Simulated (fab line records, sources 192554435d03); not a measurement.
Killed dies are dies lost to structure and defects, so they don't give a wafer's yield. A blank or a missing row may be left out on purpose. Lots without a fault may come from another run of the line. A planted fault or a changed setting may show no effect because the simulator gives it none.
fab line records | flow n5_finfet
record lots=13 wafers=39 last_day=17
route steps=1938 shown MIM_TOP_ETCH@1852 MIM_BOT_ETCH@1869 PASSIVATION@1929
lots that met no fault: from a run of the same line without faults
start_h: hours from the record's first day to the start of the lot's first wafer shown | wait_h: hours since the lot's step before | " the same as in the row above | L1.1+2: a row that stands for several wafers | - no value, or no start given | * or withheld: withheld | < > ~ a bound
route shown NAME@n: a module of which the file shows steps, and the number in the route of the first | usual: mean/standard deviation of fault-free wafers | same: alike in all rows | chamber/n: place in a boat | sites: the reading at each site | _std_site: their standard deviation | _edge_site: outer sites' mean less inner sites' | radius_mm: how far each site lies from the wafer's centre | mask NAME#n: copy n | behind: the tool/chamber that last shaped the wafer | hold: why the lot was held/for how many hours/how that ended | device: the transistor (n, p or np) that didn't switch | end of line: the same wafers' tests at the end of the route | a step without rows: its recipe alone | killed: dies lost to structure and defects at the first sort, not the wafer's yield | map: a wafer's dies, x killed, . not, _ none there
set.NAME: the setting as run; set.NAME@STEP: as run at that earlier step | model.NAME: the simulator's own value behind a step, which no gauge read
steps of the route over a sample of lots; a table a step, a row a wafer
services: from which hour (start_h, from the record's first day; less than 0 if before it) a tool's chamber was out of use, for how many hours, and why
## steps
# step N5_MIM_TOP_ETCH_STRIP_01
# recipe chemistry=O2 power_w=600 temp_c=60 pressure_mtorr=30 rf_frequency_hz=6e+07 bias_power_w=0 overash_fraction=0.5 o2_flow_sccm=225
# usual drypump_motor_current_A=5.8/0.5 o2_flow_sccm=225.0/0.63 oes_product_au=0.80/0.093 rf_vpp_V=3.7/1.2 showerhead_plenum_p_Torr=2.05/0.067 throttle_valve_pct=16.58/0.26
# same overash_fraction=0.5
# columns lot.wafer tool chamber start_h wait_h drypump_motor_current_A o2_flow_sccm oes_product_au rf_hours_counter_h rf_vpp_V showerhead_plenum_p_Torr throttle_valve_pct
L848.2 rie_diel-03 3 271.65 0.3 6.2 225.6 0.75 132 3.7 2.02 16.72
L848.4 " 2 " " 6.2 224.5 0.71 194 5.4 1.99 16.65
L848.6 " 2 " " 6.2 226.1 0.70 - 3.5 1.99 16.69
L850.1 rie_diel-03 2 283.98 0.5 6.1 225.5 0.70 200 5.6 1.99 16.71
L850.2 " 0 " " 6.1 224.5 0.72 210 5.1 2.00 16.92
L850.5 " 2 " " 6.2 225.2 0.71 - 3.2 1.99 16.67
L849.1 rie_diel-03 0 285.71 0.1 6.1 225.5 0.73 211 4.9 2.00 16.91
L849.2 " 1 " " 4.7 225.5 0.91 31 4.5 2.13 16.43
L849.4 " 3 " " 6.2 225.5 0.75 138 2.2 2.02 16.69
L851.2 rie_diel-02 1 286.40 0.3 5.7 225.8 0.74 165 4.7 1.92 16.31
L851.4 " 0 " " 5.7 225.6 0.73 174 5.0 2.08 16.90
L851.6 " 0 " " 5.7 224.4 0.74 - 3.2 2.09 16.90
L853.3 rie_diel-02 1 295.56 0.1 5.7 223.8 0.75 168 4.4 1.92 16.31
L853.5 " 3 " " 6.3 225.6 0.90 - 4.3 2.13 16.12
L853.6 " 2 " " 5.1 223.7 0.89 - 3.7 2.06 16.22
L859.2 rie_diel-02 1 337.09 0.2 5.7 224.7 0.73 180 3.8 1.92 16.32
L859.3 " 3 " " 6.3 225.0 0.87 41 2.7 2.12 16.14
L859.6 " 0 " " 5.7 225.0 0.72 - 3.3 2.08 16.94
L860.1 rie_diel-03 3 341.42 0.3 6.2 224.8 0.74 155 2.3 2.01 16.74
L860.3 " 2 " " 6.2 225.8 0.68 217 1.3 1.98 16.69
L860.6 " 1 " " 4.7 224.3 0.87 - 2.6 2.13 16.41
L862.1 rie_diel-03 2 343.49 0.3 6.2 224.6 0.71 218 4.1 1.98 16.71
L862.5 " 0 " " 6.1 225.8 0.72 - 3.4 1.99 16.97
L862.6 " 1 " " 4.7 225.1 0.88 - 3.8 2.13 16.42
L863.1 rie_diel-04 1 353.22 0.2 6.1 224.6 0.70 216 4.0 2.16 16.64
L863.3 " 3 " " 5.8 224.1 0.96 11 4.1 2.06 16.54
L863.4 " 0 " " 5.6 224.5 0.97 6 5.0 2.06 16.63
L864.2 rie_diel-04 1 372.70 0.1 6.1 224.7 0.70 222 3.4 2.16 16.70
L864.5 " 1 " " 6.1 224.4 0.71 - 2.5 2.16 16.68
L864.6 " 2 " " 5.7 224.8 0.84 - 3.6 2.03 16.49
L867.1 rie_diel-04 0 377.45 0.1 5.6 224.6 0.92 13 5.4 2.06 16.63
L867.5 " 1 " " 6.1 224.4 0.69 - 0.6 2.16 16.72
L867.6 " 0 " " 5.6 224.9 0.93 - 2.1 2.05 16.59
L868.3 rie_diel-02 3 378.00 0.1 6.3 225.1 0.84 56 3.9 2.12 16.14
L868.4 " 0 " " 5.7 224.8 0.71 - 5.1 2.08 16.91
L868.6 " 1 " " 5.7 225.4 0.71 - 5.2 1.91 16.27
L869.1 rie_diel-03 0 393.87 0.1 6.1 224.0 0.71 244 3.6 1.99 17.00
L869.4 " 1 " " 4.7 225.1 0.84 64 4.8 2.12 16.47
L869.5 " 1 " " 4.7 224.7 0.86 - 6.6 2.12 16.45
# step N5_MIM_TOP_ETCH_PECVD_03
# recipe material=SiNx target_thk_a=200 temp_c=400 precursor=SiH4/NH3/N2 pressure_torr=1.5 rf_w=300 time_s=17.6
# usual heater_power_w=812/140 rf_fwd_power_W=297.3/1.1 showerhead_plenum_p_Torr=5.14/0.077 throttle_valve_pct=39.7/2.5
# columns lot.wafer tool chamber start_h wait_h heater_power_w rf_fwd_power_W showerhead_plenum_p_Torr throttle_valve_pct
L848.2 pecvd-01 0 271.71 - 904 297.0 5.19 43.8
L848.4 " 0 " " 904 296.9 5.18 43.5
L848.6 " 1 " " 896 297.0 5.11 38.6
L850.1 pecvd-01 1 284.05 - 876 298.1 5.09 38.6
L850.2 " 0 " " 907 295.8 5.17 43.6
L850.5 " 1 " " 876 298.4 5.08 38.2
L849.1 pecvd-04 2 285.77 - 918 296.3 5.26 34.4
L849.2 " 1 " " 480 297.8 5.03 40.0
L849.4 " 0 " " 582 297.7 5.09 38.7
L851.2 pecvd-01 0 286.46 - 877 295.7 5.18 43.7
L851.4 " 2 " " 963 297.8 5.18 38.8
L851.6 " 2 " " 957 296.9 5.19 38.7
L853.3 pecvd-04 2 295.63 - 813 296.4 5.26 34.4
L853.5 " 2 " " 854 296.1 5.26 34.7
L853.6 " 0 " " 631 294.8 5.09 38.6
L859.2 pecvd-03 1 337.16 - 710 296.2 5.20 39.2
L859.3 " 2 " " 938 298.7 5.05 39.9
L859.6 " 1 " " 713 296.2 5.20 39.1
L860.1 pecvd-04 1 341.48 - 535 298.0 5.02 40.3
L860.3 " 0 " " 667 296.9 5.10 38.6
L860.6 " 2 " " 955 298.1 5.28 34.8
L862.1 pecvd-03 2 343.56 - 850 297.7 5.04 40.1
L862.5 " 2 " " 861 297.7 5.04 40.0
L862.6 " 0 " " 841 297.2 5.12 42.5
L863.1 pecvd-03 0 353.28 - 891 298.0 5.13 42.7
L863.3 " 1 " " 718 299.8 5.21 39.0
L863.4 " 2 " " 971 297.1 5.04 39.6
L864.2 pecvd-01 0 372.77 - 843 295.5 5.19 43.7
L864.5 " 0 " " 842 295.6 5.18 43.7
L864.6 " 2 " " 892 296.8 5.18 39.0
L867.1 pecvd-01 1 377.52 - 865 299.0 5.11 38.3
L867.5 " 1 " " 873 297.9 5.09 38.6
L867.6 " 2 " " 952 296.3 5.19 39.1
L868.3 pecvd-03 1 378.07 - 800 298.6 5.20 39.5
L868.4 " 0 " " 846 297.9 5.11 42.6
L868.6 " 2 " " 929 296.5 5.05 40.3
L869.1 pecvd-01 2 393.93 - 936 297.8 5.19 39.5
L869.4 " 0 " " 861 295.2 5.20 43.7
L869.5 " 2 " " 924 297.9 5.19 39.1
# step N5_MIM_BOT_ETCH_STRIP_01
# recipe chemistry=O2 power_w=600 temp_c=60 pressure_mtorr=30 rf_frequency_hz=6e+07 bias_power_w=0 overash_fraction=0.5 o2_flow_sccm=225
# usual drypump_motor_current_A=5.6/0.44 o2_flow_sccm=225.1/0.63 oes_product_au=0.82/0.064 rf_vpp_V=3.6/1.5 showerhead_plenum_p_Torr=2.09/0.08 throttle_valve_pct=16.64/0.18
# same overash_fraction=0.5
# columns lot.wafer tool chamber start_h wait_h drypump_motor_current_A o2_flow_sccm oes_product_au rf_hours_counter_h rf_vpp_V showerhead_plenum_p_Torr throttle_valve_pct
L848.2 rie_diel-05 3 272.69 0.1 5.0 225.2 0.83 60 6.1 2.21 16.54
L848.4 " 0 " " 5.5 224.2 0.83 70 1.7 2.03 16.40
L848.6 " 3 " " 4.9 225.8 0.85 - 1.4 2.21 16.56
L850.1 rie_diel-01 3 284.88 0.1 5.3 224.6 0.78 140 5.0 2.02 16.36
L850.2 " 0 " " 6.2 224.5 0.97 10 1.9 2.06 16.65
L850.5 " 2 " " 5.3 225.1 0.74 - 3.8 2.02 16.54
L849.1 rie_diel-01 0 286.60 0.1 6.2 224.9 0.95 11 4.1 2.06 16.66
L849.2 " 2 " " 5.3 225.5 0.74 158 1.9 2.02 16.62
L849.4 " 2 " " 5.3 225.6 0.76 - 3.6 2.02 16.61
L851.2 rie_diel-06 1 287.31 0.1 6.2 225.0 0.82 82 2.4 2.22 16.80
L851.4 " 2 " " 5.8 224.5 0.68 246 2.6 2.07 17.00
L851.6 " 3 " " 5.6 224.6 0.91 - 3.9 2.15 16.71
L853.3 rie_diel-05 1 296.58 0.1 6.1 224.6 0.85 59 4.4 2.13 16.48
L853.5 " 2 " " 5.6 226.1 0.82 - 3.7 2.01 16.86
L853.6 " 1 " " 6.1 224.4 0.84 - 3.1 2.13 16.47
L859.2 rie_diel-01 2 338.14 0.1 5.3 225.2 0.74 177 4.0 2.01 16.65
L859.3 " 1 " " 5.6 225.1 0.94 16 0.9 2.06 16.46
L859.6 " 3 " " 5.3 224.6 0.76 - 1.4 2.01 16.45
L860.1 rie_diel-05 1 342.35 0.1 6.2 225.2 0.80 76 2.5 2.12 16.50
L860.3 " 2 " " 5.7 225.0 0.79 126 3.0 2.01 16.92
L860.6 " 0 " " 5.5 224.9 0.79 - 3.6 2.02 16.48
L862.1 rie_diel-06 0 344.99 0.3 4.8 226.0 0.78 120 2.8 2.20 16.87
L862.5 " 3 " " 5.7 224.9 0.84 - 3.9 2.14 16.77
L862.6 " 1 " " 6.2 224.9 0.77 - 4.2 2.21 16.81
L863.1 rie_diel-06 0 354.24 0.1 4.8 225.4 0.77 124 2.2 2.19 16.89
L863.3 " 1 " " 6.2 225.0 0.79 108 2.7 2.21 16.87
L863.4 " 2 " " 5.8 225.2 0.94 10 1.9 2.06 16.49
L864.2 rie_diel-06 0 373.72 0.1 4.8 225.9 0.77 132 7.6 2.19 16.94
L864.5 " 1 " " 6.2 225.4 0.77 - 5.4 2.21 16.86
L864.6 " 2 " " 5.8 225.3 0.91 - 1.7 2.06 16.51
L867.1 rie_diel-01 0 378.35 0.1 6.2 225.7 0.87 44 4.9 2.05 16.77
L867.5 " 2 " " 5.2 225.5 0.73 - 3.3 2.00 16.67
L867.6 " 1 " " 5.7 224.6 0.91 - 2.8 2.05 16.46
L868.3 rie_diel-05 0 379.02 0.1 5.5 225.8 0.80 109 1.7 2.02 16.48
L868.4 " 3 " " 5.0 224.8 0.78 97 5.0 2.20 16.59
L868.6 " 1 " " 6.1 225.0 0.81 - 3.1 2.12 16.50
L869.1 rie_diel-05 1 394.79 0.1 6.1 224.8 0.82 95 4.3 2.12 16.53
L869.4 " 0 " " 5.5 225.5 0.78 115 5.6 2.02 16.52
L869.5 " 1 " " 6.1 223.8 0.79 - 2.8 2.12 16.52
# step N5_PASSIVATION_PASS_ETCH_47
# recipe chemistry=CF4/O2 target=SiNx target_depth_a=7700 time_s=385 ion_energy_ev=100 pressure_mtorr=40 source_w=535 bias_w=49 Ar_flow_sccm=100 cf4_flow_sccm=100 O2_flow_sccm=10
# usual drypump_motor_current_A=5.6/0.45 mfc_ar_sccm=100.00/0.28 oes_product_au=0.82/0.062 rf_fwd_power_W=534.0/1.6 rf_vpp_V=239.6/2 showerhead_plenum_p_Torr=2.21/0.076 throttle_valve_pct=15.87/0.18
# columns lot.wafer tool chamber start_h wait_h drypump_motor_current_A mfc_ar_sccm oes_product_au rf_fwd_power_W rf_hours_counter_h rf_vpp_V showerhead_plenum_p_Torr throttle_valve_pct
L848.2 rie_diel-05 3 278.52 0.0 5.0 100.69 0.82 534.8 62 244.2 2.32 15.76
L848.4 " 2 " " 5.7 100.23 0.82 536.1 104 236.9 2.13 16.09
L848.6 " 2 " " 5.6 100.35 0.82 534.2 - 237.5 2.13 16.11
L850.1 rie_diel-06 0 293.97 0.0 4.8 99.73 0.81 532.8 98 241.1 2.31 16.05
L850.2 " 3 " " 5.7 100.12 0.90 536.1 21 241.2 2.26 15.92
L850.5 " 2 " " 5.8 100.49 0.69 533.3 - 236.3 2.17 16.21
L851.2 rie_diel-06 1 294.56 0.0 6.2 99.97 0.81 535.6 84 237.6 2.32 15.98
L851.4 " 2 " " 5.8 99.99 0.69 532.3 249 238.7 2.18 16.19
L851.6 " 1 " " 6.2 99.93 0.81 534.2 - 236.8 2.32 15.95
L849.1 rie_diel-01 2 296.55 0.0 5.3 100.50 0.74 535.0 162 237.5 2.12 15.78
L849.2 " 3 " " 5.3 100.12 0.76 533.6 145 240.8 2.12 15.59
L849.4 " 1 " " 5.6 99.59 0.98 534.4 3 240.7 2.17 15.62
L853.3 rie_diel-06 3 301.77 0.0 5.7 99.64 0.89 533.5 24 240.7 2.25 15.92
L853.5 " 3 " " 5.7 99.84 0.89 534.1 - 241.8 2.25 15.93
L853.6 " 0 " " 4.8 100.03 0.81 536.0 - 240.3 2.31 16.05
L859.2 rie_diel-06 0 344.43 0.0 4.8 100.29 0.74 535.7 119 238.7 2.30 16.07
L859.3 " 3 " " 5.7 99.88 0.82 531.3 44 241.1 2.25 15.97
L859.6 " 1 " " 6.2 100.26 0.76 535.0 - 236.0 2.31 16.00
L860.1 rie_diel-05 2 347.39 0.0 5.6 99.71 0.80 535.1 127 238.3 2.12 16.17
L860.3 " 1 " " 6.1 99.89 0.83 534.3 78 239.2 2.23 15.65
L860.6 " 0 " " 5.5 100.05 0.79 531.2 - 239.3 2.14 15.73
L862.1 rie_diel-05 1 353.41 0.0 6.1 99.84 0.83 529.0 81 240.2 2.23 15.65
L862.5 " 3 " " 5.0 99.97 0.79 531.0 - 243.5 2.31 15.81
L862.6 " 2 " " 5.6 99.70 0.79 533.6 - 238.1 2.12 16.17
L863.1 rie_diel-01 0 359.75 0.0 6.2 100.38 0.88 529.2 38 238.3 2.16 15.93
L863.3 " 2 " " 5.3 100.20 0.72 533.4 187 238.3 2.11 15.83
L863.4 " 3 " " 5.3 99.96 0.75 535.2 165 241.9 2.11 15.62
L864.2 rie_diel-01 1 378.72 0.0 5.7 99.76 0.90 531.6 28 240.0 2.17 15.68
L864.5 " 0 " " 6.2 99.90 0.87 534.1 - 237.1 2.16 15.94
L864.6 " 1 " " 5.6 99.64 0.91 531.8 - 240.6 2.17 15.68
L867.1 rie_diel-01 3 383.28 0.0 5.4 99.88 0.74 533.2 173 241.7 2.11 15.64
L867.5 " 2 " " 5.3 100.38 0.71 532.7 - 238.9 2.10 15.85
L867.6 " 3 " " 5.4 99.92 0.74 531.6 - 240.1 2.11 15.63
L868.3 rie_diel-05 3 387.03 0.0 5.0 99.98 0.79 532.7 100 243.7 2.31 15.85
L868.4 " 2 " " 5.7 99.56 0.79 534.8 141 238.1 2.12 16.19
L868.6 " 1 " " 6.1 99.97 0.81 532.1 - 239.5 2.22 15.67
L869.1 rie_diel-01 3 405.42 0.0 5.4 100.14 0.74 532.7 181 240.5 2.10 15.66
L869.4 " 2 " " 5.3 99.72 0.71 531.0 204 236.0 2.10 15.86
L869.5 " 2 " " 5.3 99.70 0.71 532.5 - 238.5 2.10 15.87
# step N5_PASSIVATION_ETCH_54
# recipe chemistry=CHF3/O2 target=SiO2 target_depth_a=8800 CHF3_flow_sccm=50 O2_flow_sccm=5 Ar_flow_sccm=200 time_s=440 mask_material=PR pressure_mtorr=30 source_w=650 bias_w=170 ion_energy_ev=200
# usual drypump_motor_current_A=5.6/0.45 mfc_ar_sccm=199.9/0.63 oes_product_au=0.81/0.062 rf_fwd_power_W=649.0/2 rf_vpp_V=522/4.2 showerhead_plenum_p_Torr=2.41/0.087 throttle_valve_pct=18.81/0.19
# columns lot.wafer tool chamber start_h wait_h drypump_motor_current_A mfc_ar_sccm oes_product_au rf_fwd_power_W rf_hours_counter_h rf_vpp_V showerhead_plenum_p_Torr throttle_valve_pct
L848.2 rie_diel-05 3 278.75 0.1 5.0 199.8 0.83 648.2 62 530 2.55 18.72
L848.4 " 2 " " 5.6 199.9 0.82 648.6 104 517 2.33 19.07
L848.6 " 2 " " 5.7 199.6 0.82 649.3 - 518 2.33 19.05
L850.1 rie_diel-06 0 294.20 0.1 4.8 200.4 0.81 647.1 98 525 2.52 19.00
L850.2 " 3 " " 5.7 199.9 0.91 651.8 21 527 2.46 18.86
L850.5 " 2 " " 5.8 200.4 0.69 650.8 - 519 2.37 19.06
L851.2 rie_diel-06 1 294.79 0.1 6.2 200.7 0.81 652.6 84 518 2.54 18.96
L851.4 " 2 " " 5.8 200.4 0.69 648.1 249 517 2.37 19.06
L851.6 " 1 " " 6.2 201.0 0.82 652.2 - 519 2.54 18.96
L849.1 rie_diel-01 2 296.78 0.1 5.3 199.8 0.74 652.5 162 518 2.30 18.63
L849.2 " 3 " " 5.4 198.8 0.76 650.1 145 525 2.32 18.51
L849.4 " 1 " " 5.6 199.3 0.97 650.5 3 521 2.37 18.60
L853.3 rie_diel-06 3 302.00 0.1 5.7 200.6 0.90 650.6 24 525 2.46 18.86
L853.5 " 3 " " 5.7 199.3 0.90 645.8 - 525 2.46 18.88
L853.6 " 0 " " 4.8 199.2 0.80 651.8 - 525 2.52 18.99
L859.2 rie_diel-06 0 344.66 0.1 4.8 200.5 0.62 647.7 120 525 2.51 19.02
L859.3 " 3 " " 5.7 200.4 0.68 648.2 44 525 2.45 18.90
L859.6 " 1 " " 6.3 199.9 0.62 649.0 - 519 2.54 19.00
L860.1 rie_diel-05 2 347.62 0.1 5.6 200.7 0.79 651.6 127 517 2.32 19.11
L860.3 " 1 " " 6.1 200.3 0.82 647.4 79 523 2.43 18.57
L860.6 " 0 " " 5.5 201.7 0.80 648.8 - 520 2.34 18.64
L862.1 rie_diel-05 1 353.64 0.1 6.1 199.5 0.82 648.0 81 520 2.43 18.57
L862.5 " 3 " " 4.9 200.2 0.80 649.7 - 530 2.54 18.76
L862.6 " 2 " " 5.7 199.7 0.79 647.9 - 519 2.32 19.09
L863.1 rie_diel-01 0 359.98 0.1 6.2 199.1 0.88 648.5 38 518 2.37 18.93
L863.3 " 2 " " 5.3 200.3 0.72 648.9 187 516 2.29 18.66
L863.4 " 3 " " 5.3 199.8 0.74 647.7 165 525 2.31 18.54
L864.2 rie_diel-01 1 378.95 0.1 5.7 199.3 0.90 648.8 28 521 2.36 18.65
L864.5 " 0 " " 6.2 199.9 0.87 649.6 - 517 2.36 18.93
L864.6 " 1 " " 5.6 198.3 0.90 648.3 - 521 2.36 18.64
L867.1 rie_diel-01 3 383.51 0.1 5.3 199.8 0.75 649.2 173 524 2.31 18.55
L867.5 " 2 " " 5.3 199.6 0.71 648.1 - 517 2.29 18.69
L867.6 " 3 " " 5.4 199.4 0.73 652.4 - 524 2.31 18.56
L868.3 rie_diel-05 3 387.26 0.1 5.0 200.1 0.79 646.8 100 529 2.53 18.78
L868.4 " 2 " " 5.6 200.5 0.78 650.8 141 517 2.32 19.12
L868.6 " 1 " " 6.1 199.9 0.80 649.2 - 521 2.42 18.58
L869.1 rie_diel-01 3 405.65 0.1 5.4 199.3 0.73 648.7 181 523 2.31 18.57
L869.4 " 2 " " 5.3 200.2 0.70 649.6 204 517 2.28 18.68
L869.5 " 2 " " 5.3 200.2 0.71 650.2 - 518 2.28 18.69
## services
# columns tool chamber start_h hours kind
rie_diel-06 0 248.46 12.2 repair
rie_diel-04 2 250.08 2.5 repair
rie_diel-06 2 253.30 11.7 repair
rie_diel-04 3 257.50 8.1 repair
pecvd-04 0 258.64 22.5 repair
rie_diel-01 1 263.83 - clean
rie_diel-01 1 263.83 - consumable_replace:focus_ring
rie_diel-01 1 263.83 23.1 scheduled_down
rie_diel-01 1 263.83 23.1 vent_cycle
rie_diel-02 - 270.26 14.6 pm
rie_diel-02 - 289.47 0.3 repair
rie_diel-06 2 297.24 - clean
rie_diel-06 2 297.24 - consumable_replace:focus_ring
rie_diel-06 2 297.24 22.7 scheduled_down
rie_diel-06 2 297.24 22.7 vent_cycle
pecvd-04 0 298.85 17.7 repair
pecvd-04 - 321.96 2.3 repair
rie_diel-06 0 323.11 6.4 repair
rie_diel-05 - 328.94 1.0 repair
rie_diel-06 1 331.98 7.0 repair
rie_diel-01 3 338.74 10.4 repair
rie_diel-06 2 343.55 9.0 repair
rie_diel-01 1 346.23 5.1 repair
pecvd-03 - 347.35 0.7 repair
## key
first_sign step=N5_PASSIVATION_ETCH_54 reading=oes_product_au direction=down sigmas=2.8 usual=0.81 struck=0.64
effect none on later readings
met_at N5_PASSIVATION_PASS_ETCH_47
struck_lots L859
later_rows_left_out L859.2,L859.3,L859.6
sort_left_out L859.2,L859.3,L859.6
not_acting_at N5_MIM_TOP_ETCH_STRIP_01,N5_MIM_TOP_ETCH_PECVD_03,N5_MIM_BOT_ETCH_STRIP_01
onset_between 301.77 344.43
also_fits N5_PASSIVATION_ETCH_54:rie_diel-06
fault kind=process_parameter_drift tool=rie_diel-06 chamber=- onset_h=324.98 steps=N5_PASSIVATION_PASS_ETCH_47 channel=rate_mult offset=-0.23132 shape=step
# sort_left_out: the simulated sort isn't trusted on such a fault, so these wafers' sort isn't shown, and their yield isn't known
# later_rows_left_out: the simulator's readings of these wafers behind a module that went badly wrong aren't trusted and aren't shown, but for the sort
